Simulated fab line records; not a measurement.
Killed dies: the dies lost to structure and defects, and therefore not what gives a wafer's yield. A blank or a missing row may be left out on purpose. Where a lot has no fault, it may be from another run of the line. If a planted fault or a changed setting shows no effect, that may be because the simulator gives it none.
Chamber matching	flow nand harc	NHARC_A_BLC_CMP_25 on cmp-04 has 4 sister chambers
The step polishes, t overpolish 30 s, target thk 150 nm. 4 wafers are shown with their chamber, then 10 later ones without.

EACH WAFER AND ITS CHAMBER
wafer	chamber	motor current A (A)
L085.4	1	13.8
L085.5	3	13.6
L092.1	2	11.3
L092.2	0	11.0

WAFERS WHOSE CHAMBER IS MISSING
wafer	motor current A (A)
L092.3	14.0
L093.2	10.8
L093.3	14.2
L093.6	11.6
L096.1	11.3
L096.2	13.9
L096.3	13.2
L095.3	14.8
L095.5	13.7
L095.6	11.3

WHICH CHAMBER EACH WENT THROUGH
wafer	from the rows above	in truth
L092.3	can't be placed: 1 or 3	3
L093.2	can't be placed: 0 or 2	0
L093.3	can't be placed: 1 or 3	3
L093.6	can't be placed: 2 or 0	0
L096.1	can't be placed: 2 or 0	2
L096.2	can't be placed: 1 or 3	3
L096.3	can't be placed: 3 or 1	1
L095.3	can't be placed: 1 or 3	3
L095.5	can't be placed: 3 or 1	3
L095.6	can't be placed: 2 or 0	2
0 of 10 placed correctly. From these rows, 10 cannot be placed; in 10 the true chamber is one of the candidates. Wrongly placed: 0.
How it was worked out, from the rows above alone: a wafer's distance from a chamber is the root of the sum, over the readings, of the square of ((its reading less the chamber's mean) divided by the reading's scatter). If the next closest chamber is less than 2 further off than the closest, the wafer can't be placed; otherwise it belongs to the closest. For every chamber, the mean is computed from those of its wafers that are shown. The scatter: with one shown wafer a chamber, the root of the mean of the squares of how far each hidden wafer lies from its nearest shown one.
